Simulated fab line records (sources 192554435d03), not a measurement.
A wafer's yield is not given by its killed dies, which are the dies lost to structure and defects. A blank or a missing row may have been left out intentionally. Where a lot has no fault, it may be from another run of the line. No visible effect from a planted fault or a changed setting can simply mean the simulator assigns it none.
fab line records / flow n5_finfet
record: lots: 4 wafers: 11 last_day: 18
route steps=1938 shown BEOL_M0_CUTY@707 BEOL_M0@715 BEOL_M4@1111 PASSIVATION@1936
lots with no fault: from the same line, run without faults
start_h: hours from the record's opening day to when the first of the lot's shown wafers began / wait_h: hours elapsed since this lot's preceding step / " as in the row above / L1.1+2: one row covering several wafers at once / - no value present, or no start provided / * or withheld: withheld / < > ~ a bound
route shown NAME@n: a module of which the file shows steps, and the number in the route of the first / usual: mean and standard deviation over wafers with no fault / same: alike in all rows / chamber/n: place in a boat / sites: the reading at each site / _std_site: standard deviation of those values / _edge_site: mean of outer sites minus mean of inner sites / radius_mm: for every site, how far away it sits from the centre of the wafer / mask NAME#n: copy n / behind: the tool/chamber that last shaped the wafer / hold: reason for holding the lot/hours on hold/outcome of the hold / device: the n, p or np transistor that did not switch / end of line: the route-end tests of the same wafers / a step without rows: its recipe alone / killed: dies that structure and defects cost at the first sort, which is not the same as the wafer's yield / map: a wafer's dies, marking killed ones x, the rest . and places with no die _
set.NAME: the setting that was run; set.NAME@STEP: the one run at that earlier step / model.NAME: the simulator's own value behind a step, which no gauge read
lots seen at some steps along the route; tables by step, rows by wafer
services: the hour from which a tool's chamber was out of use, counted from the record's first day as start_h (under 0 if before that day), plus the number of hours and why
== steps ==
step: N5_BEOL_M0_CUTY_DEVELOP_56
recipe: develop_time_s: 30 developer: TMAH resist: CAR-ArF-block rinse_liquid: diw dry: air_spin dev_temp_c: 23
step: N5_BEOL_M0_CUTY_DESCUM_61
recipe: chemistry: O2 time_s: 7.9 source_power_w: 50 bias_power_w: 20 pressure_mtorr: 20 rf_frequency_hz: 2.712e+07 temp_c: 40 resist: CAR-ArF-block o2_flow_sccm: 225
step: N5_BEOL_M0_CUTY_ETCH_62
recipe: chemistry: CF4 target: SiARC mask_material: CAR-ArF-block time_s: 58.5 ion_energy_ev: 80 pressure_mtorr: 40 source_w: 545 bias_w: 36 Ar_flow_sccm: 100 cf4_flow_sccm: 100 ends: cleared
step: N5_BEOL_M0_CUTY_ETCH_63
recipe: chemistry: N2/H2 target: SOC target_depth_a: 827 overetch_a: 165 mask_material: SiARC temp_c: 40 ion_energy_ev: 200 time_s: 124 pressure_mtorr: 30 source_w: 840 bias_w: 150 n2_flow_sccm: 200 h2_flow_sccm: 200
step: N5_BEOL_M0_CUTY_STRIP_64
recipe: chemistry: N2/H2 temp_c: 40 n2_flow_sccm: 200 h2_flow_sccm: 200 rf_frequency_hz: 6e+07
step: N5_BEOL_M0_ETCH_138
recipe: chemistry: CH3F/O2 target_depth_a: 120 target: SiCN time_s: 31.6 ion_energy_ev: 120 pressure_mtorr: 30 source_w: 395 bias_w: 75 Ar_flow_sccm: 150 CH3F_flow_sccm: 30 O2_flow_sccm: 20 ends: cleared
step: N5_BEOL_M0_HM_OPEN_105
recipe: chemistry: Cl2/BCl3 target_depth_a: 120 target: TiN ion_energy_ev: 150 pressure_mtorr: 10 icp_w: 1000 bias_w: 126 Cl2_flow_sccm: 53.25 bcl3_flow_sccm: 21.75 Ar_flow_sccm: 25
step: N5_BEOL_M0_STRIP_140
recipe: chemistry: CF4 resist: SiARC power_w: 300 bias_power_w: 75 pressure_mtorr: 50 cf4_flow_sccm: 150 rf_frequency_hz: 6e+07
step: N5_BEOL_M0_STRIP_104
recipe: chemistry: N2/H2 power_w: 450 temp_c: 40 pressure_mtorr: 20 rf_frequency_hz: 6e+07 overash_fraction: 0.3 bias_power_w: 7 h2_frac: 0.5 n2_flow_sccm: 200 h2_flow_sccm: 200
step: N5_BEOL_M0_WET_ETCH_106
recipe: chemistry: DHF dilution: 10:1 temp_c: 25 target: SiO2 target_depth_a: 1300 dry: ipa_marangoni rinse_time_s: 30 rinse_temp_c: 23
usual: bath_heat_duty_pct: 6.6/0.66 rinse_temp_c: 23.01/0.1 temp_c: 25.00/0.11
lot.wafer=L711.1 tool=wet_bench-02 chamber=1 start_h=154.56 wait_h=- bath_heat_duty_pct=6.5 rinse_temp_c=23.03 temp_c=25.10 model.SiO2_of_BEOL_M0_SAQP_ALD_48.thk_nm=0
lot.wafer=L711.2 tool=wet_bench-02 chamber=7 start_h=154.56 wait_h=- bath_heat_duty_pct=6.4 rinse_temp_c=23.00 temp_c=25.00 model.SiO2_of_BEOL_M0_SAQP_ALD_48.thk_nm=0
lot.wafer=L711.4 tool=wet_bench-02 chamber=0 start_h=154.56 wait_h=- bath_heat_duty_pct=6.9 rinse_temp_c=22.91 temp_c=24.89 model.SiO2_of_BEOL_M0_SAQP_ALD_48.thk_nm=0
lot.wafer=L713.4 tool=wet_bench-01 chamber=4 start_h=160.41 wait_h=- bath_heat_duty_pct=- rinse_temp_c=- temp_c=- model.SiO2_of_BEOL_M0_SAQP_ALD_48.thk_nm=12.2
lot.wafer=L713.5 tool=wet_bench-01 chamber=3 start_h=160.41 wait_h=- bath_heat_duty_pct=- rinse_temp_c=- temp_c=- model.SiO2_of_BEOL_M0_SAQP_ALD_48.thk_nm=11.4
lot.wafer=L713.6 tool=wet_bench-01 chamber=0 start_h=160.41 wait_h=- bath_heat_duty_pct=- rinse_temp_c=- temp_c=- model.SiO2_of_BEOL_M0_SAQP_ALD_48.thk_nm=11.2
lot.wafer=L714.1 tool=wet_bench-02 chamber=0 start_h=167.86 wait_h=- bath_heat_duty_pct=- rinse_temp_c=- temp_c=- model.SiO2_of_BEOL_M0_SAQP_ALD_48.thk_nm=11.2
lot.wafer=L714.3 tool=wet_bench-02 chamber=3 start_h=167.86 wait_h=- bath_heat_duty_pct=- rinse_temp_c=- temp_c=- model.SiO2_of_BEOL_M0_SAQP_ALD_48.thk_nm=11.4
lot.wafer=L728.1 tool=wet_bench-04 chamber=1 start_h=259.90 wait_h=- bath_heat_duty_pct=5.5 rinse_temp_c=23.00 temp_c=25.24 model.SiO2_of_BEOL_M0_SAQP_ALD_48.thk_nm=0
lot.wafer=L728.3 tool=wet_bench-04 chamber=3 start_h=259.90 wait_h=- bath_heat_duty_pct=7.6 rinse_temp_c=23.07 temp_c=25.01 model.SiO2_of_BEOL_M0_SAQP_ALD_48.thk_nm=0
lot.wafer=L728.5 tool=wet_bench-04 chamber=4 start_h=259.90 wait_h=- bath_heat_duty_pct=6.8 rinse_temp_c=23.09 temp_c=24.84 model.SiO2_of_BEOL_M0_SAQP_ALD_48.thk_nm=0
step: N5_BEOL_M0_ETCH_128
recipe: chemistry: CF4/N2 target_depth_a: 120 overetch_a: 51 target: SiCN time_s: 21.4 ion_energy_ev: 150 pressure_mtorr: 40 source_w: 430 bias_w: 70 Ar_flow_sccm: 100 cf4_flow_sccm: 60 n2_flow_sccm: 60
usual: bias_w: 70.02/0.21 cf4_flow_sccm: 59.96/0.18 drypump_motor_current_A: 5.7/0.47 oes_product_au: 0.58/0.057 rf_vpp_V: 381.5/1.8 showerhead_plenum_p_Torr: 2.17/0.062 throttle_valve_pct: 15.37/0.2
lot.wafer=L711.1 tool=rie_diel-03 chamber=2 start_h=155.78 wait_h=1.2 bias_w=70.13 cf4_flow_sccm=60.11 drypump_motor_current_A=5.7 oes_product_au=0.59 rf_hours_counter_h=34 rf_vpp_V=381.5 showerhead_plenum_p_Torr=2.16 throttle_valve_pct=15.31 model.etch.depth_nm=8.399
lot.wafer=L711.2 tool=rie_diel-03 chamber=0 start_h=155.78 wait_h=1.2 bias_w=70.30 cf4_flow_sccm=59.91 drypump_motor_current_A=5.4 oes_product_au=0.64 rf_hours_counter_h=8 rf_vpp_V=381.2 showerhead_plenum_p_Torr=2.17 throttle_valve_pct=15.38 model.etch.depth_nm=8.161
lot.wafer=L711.4 tool=rie_diel-03 chamber=2 start_h=155.78 wait_h=1.2 bias_w=69.83 cf4_flow_sccm=60.21 drypump_motor_current_A=5.7 oes_product_au=0.60 rf_hours_counter_h=- rf_vpp_V=381.0 showerhead_plenum_p_Torr=2.16 throttle_valve_pct=15.30 model.etch.depth_nm=8.464
lot.wafer=L713.4 tool=rie_diel-03 chamber=0 start_h=161.50 wait_h=1.1 bias_w=69.97 cf4_flow_sccm=60.52 drypump_motor_current_A=5.5 oes_product_au=0.77 rf_hours_counter_h=- rf_vpp_V=381.9 showerhead_plenum_p_Torr=2.17 throttle_valve_pct=15.38 model.etch.depth_nm=12.25
lot.wafer=L713.5 tool=rie_diel-03 chamber=3 start_h=161.50 wait_h=1.1 bias_w=69.95 cf4_flow_sccm=59.82 drypump_motor_current_A=5.3 oes_product_au=0.55 rf_hours_counter_h=- rf_vpp_V=380.5 showerhead_plenum_p_Torr=2.11 throttle_valve_pct=15.62 model.etch.depth_nm=11.41
lot.wafer=L713.6 tool=rie_diel-03 chamber=2 start_h=161.50 wait_h=1.1 bias_w=69.81 cf4_flow_sccm=59.90 drypump_motor_current_A=5.7 oes_product_au=0.67 rf_hours_counter_h=- rf_vpp_V=381.1 showerhead_plenum_p_Torr=2.16 throttle_valve_pct=15.28 model.etch.depth_nm=11.25
lot.wafer=L714.1 tool=rie_diel-03 chamber=3 start_h=167.92 wait_h=0.0 bias_w=70.29 cf4_flow_sccm=60.18 drypump_motor_current_A=5.2 oes_product_au=0.56 rf_hours_counter_h=192 rf_vpp_V=378.5 showerhead_plenum_p_Torr=2.11 throttle_valve_pct=15.63 model.etch.depth_nm=11.16
lot.wafer=L714.3 tool=rie_diel-03 chamber=0 start_h=167.92 wait_h=0.0 bias_w=70.04 cf4_flow_sccm=59.95 drypump_motor_current_A=5.4 oes_product_au=0.74 rf_hours_counter_h=14 rf_vpp_V=381.8 showerhead_plenum_p_Torr=2.17 throttle_valve_pct=15.37 model.etch.depth_nm=11.3
lot.wafer=L728.1 tool=rie_diel-02 chamber=1 start_h=260.22 wait_h=0.3 bias_w=69.69 cf4_flow_sccm=59.86 drypump_motor_current_A=6.7 oes_product_au=0.57 rf_hours_counter_h=63 rf_vpp_V=381.0 showerhead_plenum_p_Torr=2.15 throttle_valve_pct=15.26 model.etch.depth_nm=8.422
lot.wafer=L728.3 tool=rie_diel-02 chamber=2 start_h=260.22 wait_h=0.3 bias_w=69.88 cf4_flow_sccm=60.02 drypump_motor_current_A=5.5 oes_product_au=0.56 rf_hours_counter_h=90 rf_vpp_V=379.6 showerhead_plenum_p_Torr=2.14 throttle_valve_pct=15.44 model.etch.depth_nm=8.506
lot.wafer=L728.5 tool=rie_diel-02 chamber=1 start_h=260.22 wait_h=0.3 bias_w=69.77 cf4_flow_sccm=60.08 drypump_motor_current_A=6.6 oes_product_au=0.58 rf_hours_counter_h=- rf_vpp_V=382.1 showerhead_plenum_p_Torr=2.15 throttle_valve_pct=15.25 model.etch.depth_nm=8.695
step: N5_BEOL_M0_TRENCH_ETCH_107
recipe: chemistry: C4F6/O2 target_depth_a: 328 target: SiOC time_s: 16.4 ion_energy_ev: 250 pressure_mtorr: 30 source_w: 355 bias_w: 185 Ar_flow_sccm: 300 C4F6_flow_sccm: 10 O2_flow_sccm: 10
step: N5_BEOL_M4_RC_MEAS_101
usual: DIBL_N: 35.1/1.5 DIBL_P: 35.2/2 IOFF_N: 0.146/0.028 IOFF_P: 0.20/0.036 ION_N: 670/12 ION_P: 462/8.2 SS_N: 71.2/0.63 SS_P: 73.1/0.7 VT_N: 250/3.6 VT_P: -251/3.3
lot.wafer=L711.1 tool=prober-02 chamber=0 start_h=213.42 wait_h=0.0 DIBL_N[mV/V]=35.6 DIBL_P[mV/V]=37.5 IOFF_N[nA/um]=0.151 IOFF_P[nA/um]=0.22 ION_N[uA/um]=662 ION_P[uA/um]=458 SS_N[mV/dec]=71.6 SS_P[mV/dec]=72.6 VT_N[mV]=250 VT_P[mV]=-253
lot.wafer=L711.2 tool=prober-02 chamber=0 start_h=213.42 wait_h=0.0 DIBL_N[mV/V]=36.7 DIBL_P[mV/V]=38.2 IOFF_N[nA/um]=0.171 IOFF_P[nA/um]=0.23 ION_N[uA/um]=678 ION_P[uA/um]=464 SS_N[mV/dec]=72.2 SS_P[mV/dec]=72.5 VT_N[mV]=249 VT_P[mV]=-251
lot.wafer=L711.4 tool=prober-02 chamber=0 start_h=213.42 wait_h=0.0 DIBL_N[mV/V]=37.3 DIBL_P[mV/V]=39.1 IOFF_N[nA/um]=0.175 IOFF_P[nA/um]=0.25 ION_N[uA/um]=666 ION_P[uA/um]=459 SS_N[mV/dec]=72.0 SS_P[mV/dec]=73.6 VT_N[mV]=247 VT_P[mV]=-248
lot.wafer=L728.1 tool=prober-01 chamber=0 start_h=327.70 wait_h=0.0 DIBL_N[mV/V]=31.6 DIBL_P[mV/V]=31.8 IOFF_N[nA/um]=0.105 IOFF_P[nA/um]=0.16 ION_N[uA/um]=672 ION_P[uA/um]=466 SS_N[mV/dec]=70.7 SS_P[mV/dec]=71.2 VT_N[mV]=254 VT_P[mV]=-253
lot.wafer=L728.3 tool=prober-01 chamber=0 start_h=327.70 wait_h=0.0 DIBL_N[mV/V]=34.1 DIBL_P[mV/V]=34.6 IOFF_N[nA/um]=0.129 IOFF_P[nA/um]=0.18 ION_N[uA/um]=656 ION_P[uA/um]=457 SS_N[mV/dec]=71.5 SS_P[mV/dec]=73.2 VT_N[mV]=252 VT_P[mV]=-252
lot.wafer=L728.5 tool=prober-01 chamber=0 start_h=327.70 wait_h=0.0 DIBL_N[mV/V]=34.3 DIBL_P[mV/V]=35.0 IOFF_N[nA/um]=0.138 IOFF_P[nA/um]=0.19 ION_N[uA/um]=659 ION_P[uA/um]=459 SS_N[mV/dec]=70.6 SS_P[mV/dec]=72.0 VT_N[mV]=249 VT_P[mV]=-251
step: N5_PASSIVATION_PROBE_49
usual: defect_limited_yield: 91.4/1.4 killed_at_M0_to_M3: 32/10 killed_at_M4_up: 13/5.6 killed_at_contacts: 13/6.6 killed_at_front_end: 39/13 killed_at_other: 3.4/2.8 killed_dies: 101/17 killed_on_rim: 14/4.5 killed_open: 66/13 killed_short: 33/7 sort_bin_5_function: 5.0/0.93 sort_bin_6_memory: 3.2/0.65 sort_n_pass: 1078/17 sort_yield_pct: 91.4/1.4
same: gross_dies: 1180 killed_at_back_side: 0 sort_bin_4_leakage[%]: 0 sort_bin_8_speed[%]: 0
lot.wafer=L713.4 tool=prober-02 chamber=- start_h=323.16 wait_h=0.2 defect_limited_yield[%]=0 killed_at_M0_to_M3=1098 killed_at_M4_up=14 killed_at_contacts=19 killed_at_front_end=47 killed_at_other=2 killed_dies=1180 killed_on_rim=152 killed_open=68 killed_short=32 sort_bin_5_function[%]=96.0 sort_bin_6_memory[%]=3.6 sort_n_pass=0 sort_yield_pct[%]=0
lot.wafer=L713.5 tool=prober-02 chamber=- start_h=323.21 wait_h=0.2 defect_limited_yield[%]=0 killed_at_M0_to_M3=1122 killed_at_M4_up=7 killed_at_contacts=14 killed_at_front_end=36 killed_at_other=1 killed_dies=1180 killed_on_rim=152 killed_open=62 killed_short=33 sort_bin_5_function[%]=96.4 sort_bin_6_memory[%]=3.4 sort_n_pass=0 sort_yield_pct[%]=0
lot.wafer=L713.6 tool=prober-02 chamber=- start_h=323.26 wait_h=0.3 defect_limited_yield[%]=0 killed_at_M0_to_M3=1075 killed_at_M4_up=10 killed_at_contacts=21 killed_at_front_end=68 killed_at_other=6 killed_dies=1180 killed_on_rim=152 killed_open=92 killed_short=42 sort_bin_5_function[%]=95.5 sort_bin_6_memory[%]=4.3 sort_n_pass=0 sort_yield_pct[%]=0
lot.wafer=L711.1 tool=prober-02 chamber=- start_h=324.99 wait_h=0.0 defect_limited_yield[%]=92.7 killed_at_M0_to_M3=26 killed_at_M4_up=11 killed_at_contacts=13 killed_at_front_end=33 killed_at_other=3 killed_dies=86 killed_on_rim=10 killed_open=60 killed_short=26 sort_bin_5_function[%]=3.9 sort_bin_6_memory[%]=3.2 sort_n_pass=1094 sort_yield_pct[%]=92.7
lot.wafer=L711.2 tool=prober-02 chamber=- start_h=325.04 wait_h=0.1 defect_limited_yield[%]=94.7 killed_at_M0_to_M3=14 killed_at_M4_up=3 killed_at_contacts=16 killed_at_front_end=28 killed_at_other=1 killed_dies=62 killed_on_rim=10 killed_open=40 killed_short=18 sort_bin_5_function[%]=2.8 sort_bin_6_memory[%]=2.1 sort_n_pass=1118 sort_yield_pct[%]=94.7
lot.wafer=L711.4 tool=prober-02 chamber=- start_h=325.14 wait_h=0.2 defect_limited_yield[%]=90.8 killed_at_M0_to_M3=31 killed_at_M4_up=14 killed_at_contacts=14 killed_at_front_end=49 killed_at_other=1 killed_dies=109 killed_on_rim=10 killed_open=80 killed_short=28 sort_bin_5_function[%]=5.6 sort_bin_6_memory[%]=3.2 sort_n_pass=1071 sort_yield_pct[%]=90.8
killed by level:class
L713.4 BEOL_M0:area_etch=1079 MOL_CONTACT_COAG:geometric_particle:open=19 FIN_SAQP:geometric_particle:open=9 FIN_SAQP:geometric_particle:short=8 DUMMY_GATE:geometric_particle:open=6 STI_FIN_REVEAL:geometric_particle:open=5 BEOL_M4:geometric_particle:open=5 GATE_CUT:geometric_particle:short=4
L713.5 BEOL_M0:area_etch=1084 BEOL_M0_SAQP:geometric_particle:open=12 BEOL_M2:geometric_particle:open=12 MOL_CONTACT_COAG:geometric_particle:open=9 FIN_SAQP:geometric_particle:short=8 STI_FIN_REVEAL:geometric_particle:open=6 DUMMY_GATE:geometric_particle:short=5 MOL_CONTACT_COAG:geometric_particle:short=5
L713.6 BEOL_M0:area_etch=1045 FIN_SAQP:geometric_particle:open=34 MOL_CONTACT_COAG:geometric_particle:open=18 FIN_SAQP:geometric_particle:short=11 BEOL_M2:geometric_particle:open=9 BEOL_M0_SAQP:geometric_particle:short=6 BEOL_M0_SAQP:geometric_particle:open=5 BEOL_M4:geometric_particle:open=5
L711.1 MOL_CONTACT_COAG:geometric_particle:open=10 STI_FIN_REVEAL:geometric_particle:open=9 BEOL_M2:geometric_particle:open=9 FIN_SAQP:geometric_particle:short=5 BEOL_M1:geometric_particle:open=5 BEOL_M4:geometric_particle:open=5 FIN_SAQP:geometric_particle:open=4 SPACER0:geometric_particle:open=3
L711.2 MOL_CONTACT_COAG:geometric_particle:open=12 STI_FIN_REVEAL:geometric_particle:open=7 FIN_SAQP:geometric_particle:open=4 MOL_CONTACT_COAG:geometric_particle:short=4 BEOL_M0_SAQP:geometric_particle:open=4 FIN_SAQP:geometric_particle:short=3 BEOL_M0:geometric_particle:open=3 BEOL_M3:geometric_particle:open=3
L711.4 STI_FIN_REVEAL:geometric_particle:open=16 MOL_CONTACT_COAG:geometric_particle:open=12 BEOL_M0_SAQP:geometric_particle:open=8 BEOL_M3:geometric_particle:open=6 DUMMY_GATE:geometric_particle:open=5 BEOL_M2:geometric_particle:open=5 BEOL_M8:geometric_particle:open=5 STARTING-WAFER:geometric_particle:short=5
map L713.4 (x killed, . not)
_________________xxxxxxxxxxxx________________
______________xxxxxxxxxxxxxxxxxx_____________
___________xxxxxxxxxxxxxxxxxxxxxxxx__________
__________xxxxxxxxxxxxxxxxxxxxxxxxxx_________
________xxxxxxxxxxxxxxxxxxxxxxxxxxxxxx_______
_______xxxxxxxxxxxxxxxxxxxxxxxxxxxxxxxx______
______xxxxxxxxxxxxxxxxxxxxxxxxxxxxxxxxxx_____
_____xxxxxxxxxxxxxxxxxxxxxxxxxxxxxxxxxxxx____
____xxxxxxxxxxxxxxxxxxxxxxxxxxxxxxxxxxxxxx___
___xxxxxxxxxxxxxxxxxxxxxxxxxxxxxxxxxxxxxxxx__
___xxxxxxxxxxxxxxxxxxxxxxxxxxxxxxxxxxxxxxxx__
__xxxxxxxxxxxxxxxxxxxxxxxxxxxxxxxxxxxxxxxxxx_
__xxxxxxxxxxxxxxxxxxxxxxxxxxxxxxxxxxxxxxxxxx_
_xxxxxxxxxxxxxxxxxxxxxxxxxxxxxxxxxxxxxxxxxxxx
_xxxxxxxxxxxxxxxxxxxxxxxxxxxxxxxxxxxxxxxxxxxx
_xxxxxxxxxxxxxxxxxxxxxxxxxxxxxxxxxxxxxxxxxxxx
_xxxxxxxxxxxxxxxxxxxxxxxxxxxxxxxxxxxxxxxxxxxx
_xxxxxxxxxxxxxxxxxxxxxxxxxxxxxxxxxxxxxxxxxxxx
_xxxxxxxxxxxxxxxxxxxxxxxxxxxxxxxxxxxxxxxxxxxx
_xxxxxxxxxxxxxxxxxxxxxxxxxxxxxxxxxxxxxxxxxxxx
_xxxxxxxxxxxxxxxxxxxxxxxxxxxxxxxxxxxxxxxxxxxx
__xxxxxxxxxxxxxxxxxxxxxxxxxxxxxxxxxxxxxxxxxx_
__xxxxxxxxxxxxxxxxxxxxxxxxxxxxxxxxxxxxxxxxxx_
___xxxxxxxxxxxxxxxxxxxxxxxxxxxxxxxxxxxxxxxx__
___xxxxxxxxxxxxxxxxxxxxxxxxxxxxxxxxxxxxxxxx__
____xxxxxxxxxxxxxxxxxxxxxxxxxxxxxxxxxxxxxx___
_____xxxxxxxxxxxxxxxxxxxxxxxxxxxxxxxxxxxx____
______xxxxxxxxxxxxxxxxxxxxxxxxxxxxxxxxxx_____
_______xxxxxxxxxxxxxxxxxxxxxxxxxxxxxxxx______
________xxxxxxxxxxxxxxxxxxxxxxxxxxxxxx_______
__________xxxxxxxxxxxxxxxxxxxxxxxxxx_________
___________xxxxxxxxxxxxxxxxxxxxxxxx__________
______________xxxxxxxxxxxxxxxxxx_____________
_________________xxxxxxxxxxxx________________
map L711.4 (x killed, . not)
_________________............________________
______________.................._____________
___________x.........x.........x...__________
__________.......................x.._________
________..............x.........x....._______
_______...x...........x.x..............______
______.......................x.........._____
_____...............x.........x..........____
____...................x.......x.x...x....___
___..............x............x...xx.......__
___............x...........x.......xx......__
__.....x..........x........................._
__......x...........x....x.x......x........._
_.x....................x.....................
_.................x..x......x...........x..x.
_.........x...............x.....x............
_.......x......xx............................
_..x........x.............x.x..........x..x..
_..............x...x.....................xx..
_.........................x.....x............
_.x..........x...x...........x...............
__..x..x............x.........x.......x...x._
__............x......x....x.....x..x.x....x._
___.....x....x.......x.....x.....x...x.....__
___..................x............x......xx__
____.....x............x...................___
_____x....................x...x....xx..x.____
______....x..........x...xx..x.x......x._____
_______..x.............................______
________...x.x.x.....x...........x...._______
__________............x............._________
___________....x.........x.........__________
______________......x.....x....._____________
_________________............________________
== services ==
tool=rie_diel-03 chamber=0 start_h=136.09 hours=6.4 kind=repair
tool=rie_diel-03 chamber=1 start_h=149.06 hours=- kind=clean
tool=rie_diel-03 chamber=1 start_h=149.06 hours=- kind=consumable_replace:focus_ring
tool=rie_diel-03 chamber=1 start_h=149.06 hours=19.0 kind=scheduled_down
tool=rie_diel-03 chamber=1 start_h=149.06 hours=19.0 kind=vent_cycle
tool=rie_diel-02 chamber=3 start_h=166.92 hours=- kind=clean
tool=rie_diel-02 chamber=3 start_h=166.92 hours=- kind=consumable_replace:focus_ring
tool=rie_diel-02 chamber=3 start_h=166.92 hours=- kind=consumable_replace:showerhead
tool=rie_diel-02 chamber=3 start_h=166.92 hours=25.5 kind=scheduled_down
tool=rie_diel-02 chamber=3 start_h=166.92 hours=25.5 kind=vent_cycle
== key ==
first_sign: step: N5_BEOL_M0_WET_ETCH_106 reading: tool_record direction: missing
effect: step: N5_PASSIVATION_PROBE_49 reading: killed_at_M0_to_M3 direction: up sigmas: 99+ usual: 32 struck: 1098
model_effect: step: N5_BEOL_M0_WET_ETCH_106 value: SiO2_of_BEOL_M0_SAQP_ALD_48.thk_nm without: 0 struck: 11.48
model_effect: step: N5_BEOL_M0_ETCH_128 value: etch.depth_nm without: 8.609 struck: 11.48
more_kills_born_at: N5_BEOL_M0_WET_ETCH_106@wet_bench-01: 3208
met_at N5_BEOL_M0_WET_ETCH_106
struck_wafers L713.4,L713.5,L713.6,L714.1,L714.3
rows_end L714.1,L714.3
later_rows_left_out L713.4,L713.5,L713.6
onset_between 154.56 160.41
fault: kind: skipped_step_whole tool: wet_bench-01,wet_bench-02 chamber: - onset_h: 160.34 steps: N5_BEOL_M0_WET_ETCH_106 scope: struck_lots_only
later_rows_left_out: the simulator's readings of these wafers behind a module that went badly wrong aren't trusted and aren't shown, but for the sort
rows_end: these wafers met a further fault down the route, and their rows from its step on are left out
